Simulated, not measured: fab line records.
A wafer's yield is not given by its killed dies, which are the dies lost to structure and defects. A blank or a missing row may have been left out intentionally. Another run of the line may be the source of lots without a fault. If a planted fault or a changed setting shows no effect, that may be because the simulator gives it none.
A struck lot beside a sound one + flow nand-harc + 14 out of 1302 route steps
Sound: these wafers, L573.3, L573.4, L573.6. Struck: wafer L574.1 (L574.2, L574.3, from the same lot, were not struck and are left out); the cause is given at the end.
Order at every step that has rows: each side's tool, ch and its chambers, its first start. Under that, the readings that differ: sound wafers + struck wafers + difference of the means + sigmas: that difference in standard deviations of wafers without a fault.
alike: readings with means less than 2 such deviations apart, plus words and numbers identical on both sides. not compared: withheld readings, readings lacking a value on some wafer, bounds such as >300 that could conceal the same value, and numbers that have no deviation in the record and whose values overlap.
Wherever a step has rows on one side only, a row that says differs or no value, or a row with sigmas, the two part there. Numbers that have no deviation but don't overlap get no sigmas and don't part them. A reading that every wafer of one side lacks parts them only if that side has two wafers or more.

first, 2 steps without rows for these wafers: NHARC_A_BLC_ETCH_16 (etches the open film in CF4, target depth 39 nm, time 65 s); NHARC_A_BLC_ETCH_17 (etches the open film in N2/H2, target depth 390 nm, time 609.38 s).
NHARC_A_BLC_ETCH_18: etches the open film in C4F8/O2/Ar, target depth 910 nm.
  sound on rie-diel-02 ch 0,1,2; struck on rie-diel-02 ch 3
  alike: chamber-pressure-mTorr, oes-product-au, rf-vpp-V
  not compared: rf-hours-counter-h
NHARC_A_BLC_CD_MEAS_19:
  sound on cd-sem-01 at day 26 17:02; struck on cd-sem-01 at day 27 14:45
  alike: cd-nm
NHARC_A_BLC_STRIP_29: strips in CF4.
  sound on rie-diel-02 ch 1,2, day 26 17:07; struck on rie-diel-05 ch 0, day 27 14:49
| reading               | sound             | struck | difference | sigmas |
|-----------------------|-------------------|--------|------------|--------|
| oes-product-au (a.u.) | 0.995 1.023 1.024 | 0.984  | -0.030     | -3     |
  alike: chamber-pressure-mTorr, drypump-motor-current-A, rf-vpp-V, showerhead-plenum-p-Torr, throttle-valve-pct
  not compared: rf-hours-counter-h
then, 4 steps without rows for these wafers: NHARC_A_BLC_STRIP_21 (strips in O2); NHARC_A_BLC_STRIP_22 (strips in post etch residue remover, time 600 s); NHARC_A_BLC_DEGAS_30 (time 60 s); NHARC_A_BLC_PRE_CLEAN_31 (time 15 s).
NHARC_A_BLC_PVD_32: deposits Ti, target thk 5 nm, time 17.7 s.
  sound on pvd-sputter-01; struck on pvd-sputter-01
  alike: throttle-valve-pct
NHARC_A_BLC_ALD_23: deposits TiN, target thk 3 nm, pulse time 1 s, ald cycles 150.
  sound on ald-metal-01 ch 0,1,2, day 26 17:55; struck on ald-metal-01 ch 2, day 27 15:37
  alike: heater-power-w, precursor-pulse-height-rel
  not compared: since-wet-clean-h
NHARC_A_BLC_CVD_24: deposits W, target thk 150 nm, time 434 s.
  sound on cvd-w-02 ch 0; struck on cvd-w-01 ch 1
| reading                | sound       | struck | difference                   | sigmas |
|------------------------|-------------|--------|------------------------------|--------|
| heater-power-w (W)     | 479 481 480 | 534    | +54                          | +2     |
| since-wet-clean-h (h)  | - - -       | 66     | no value on the sound wafers |        |
| throttle-valve-pct (%) | 8.4 8.5 8.4 | 7.6    | -0.8                         | -2     |
NHARC_A_BLC_CMP_25: polishes, t overpolish 30 s, target thk 150 nm.
  sound on cmp-03 ch 1,2, day 26 19:04; struck on cmp-03 ch 1, day 27 16:29
| reading                | sound                | struck | difference | sigmas      |
|------------------------|----------------------|--------|------------|-------------|
| overpolish-run-s (s)   | 30.009 30.002 30.016 | 14.976 | -15.033    | -99 or more |
| time-to-endpoint-s (s) | 31.9 33.4 33.5       | 62.6   | +29.7      | +11         |
  alike: motor-current-A
-- record jumps: 2 days between struck wafers' starts before vs after; left off in module A_BLC, resumes in module END, first step shown is number 1302 of the route --
NHARC_END_SORT_01:
  sound on prober-02 ch 0, day 28 15:50; struck on prober-01 ch 0, day 30 02:27
| reading      | sound    | struck | difference | sigmas |
|--------------|----------|--------|------------|--------|
| killed-dies  | 62 85 81 | 38     | -38        | -2     |
| killed-short | 7 2 2    | 0      | -4         | -2     |
  alike: killed-at-array, killed-at-other, killed-at-periphery, killed-open

WHERE THEY PART
First at NHARC_A_BLC_STRIP_29; last, within this record, at NHARC_END_SORT_01.

WHY: the cause the simulator had injected
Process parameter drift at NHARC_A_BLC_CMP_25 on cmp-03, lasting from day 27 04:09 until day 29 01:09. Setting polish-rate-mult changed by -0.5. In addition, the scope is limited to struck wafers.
